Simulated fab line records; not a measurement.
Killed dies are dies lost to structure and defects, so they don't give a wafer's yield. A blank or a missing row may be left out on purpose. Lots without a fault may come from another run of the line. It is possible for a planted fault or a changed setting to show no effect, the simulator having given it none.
Matching of chambers | flow n5-finfet | N5_BEOL_M5_ETCH_68 on rie-diel-01: 4 sister chambers
The step etches SOC in N2/H2, target depth 80 nm, overetch 16 nm, time 120 s. 14 wafers are shown with their chamber, then 7 later ones without.

WAFERS PAIRED WITH THEIR CHAMBERS
wafer  | chamber | showerhead-plenum-p-Torr (Torr) | throttle-valve-pct (%) | oes-product-au (a.u.)
L077.1 | 2       | 2.64                            | 18.27                  | 0.56
L077.3 | 1       | 2.70                            | 17.49                  | 0.69
L077.5 | 1       | 2.70                            | 17.50                  | 0.69
L076.2 | 0       | 2.61                            | 18.04                  | 0.53
L076.4 | 1       | 2.70                            | 17.50                  | 0.69
L076.6 | 2       | 2.64                            | 18.26                  | 0.57
L082.1 | 3       | 2.61                            | 17.41                  | 0.72
L082.4 | 2       | 2.63                            | 18.28                  | 0.56
L082.6 | 3       | 2.61                            | 17.41                  | 0.72
L083.1 | 2       | 2.63                            | 18.29                  | 0.56
L083.2 | 3       | 2.61                            | 17.41                  | 0.72
L083.4 | 2       | 2.63                            | 18.29                  | 0.56
L085.2 | 2       | 2.63                            | 18.30                  | 0.56
L085.4 | 0       | 2.61                            | 17.66                  | 0.76

SIGNATURES (averages over the wafers above)
reading                  | chamber 0 | chamber 1 | chamber 2 | chamber 3 | scatter within a chamber
showerhead-plenum-p-Torr | 2.6100    | 2.7000    | 2.6333    | 2.6100    | 0.00365
throttle-valve-pct       | 17.8500   | 17.4967   | 18.2817   | 17.4100   | 0.0856
oes-product-au           | 0.6450    | 0.6900    | 0.5617    | 0.7200    | 0.0515
Rule: a wafer's distance from a chamber is the root of the sum, over the readings, of the square of ((its reading less the chamber's mean) divided by the reading's scatter). If the next closest chamber is less than 2 further off than the closest, the wafer can't be placed; otherwise it belongs to the closest. How the scatter is found: for the shown wafers, subtract from each reading the mean of its chamber, square and add these, divide the total by (wafers less chambers), then take the root.

WAFERS WITH NO CHAMBER GIVEN
wafer  | showerhead-plenum-p-Torr (Torr) | throttle-valve-pct (%) | oes-product-au (a.u.)
L085.6 | 2.63                            | 18.29                  | 0.56
L089.2 | 2.61                            | 17.67                  | 0.72
L089.3 | 2.60                            | 17.43                  | 0.68
L089.6 | 2.61                            | 17.68                  | 0.72
L091.4 | 2.60                            | 17.67                  | 0.72
L091.5 | 2.61                            | 17.67                  | 0.72
L091.6 | 2.69                            | 17.54                  | 0.66

CHAMBER TAKEN BY EACH
wafer  | from the rows above     | in truth
L085.6 | 2                       | 2
L089.2 | can't be placed: 0 or 3 | 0
L089.3 | 3                       | 3
L089.6 | can't be placed: 0 or 3 | 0
L091.4 | can't be placed: 0 or 3 | 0
L091.5 | can't be placed: 0 or 3 | 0
L091.6 | 1                       | 1
Correctly placed: 3 of 7. These rows do not allow placing 4 (true chamber among the candidates in 4). Number placed wrongly: 0.
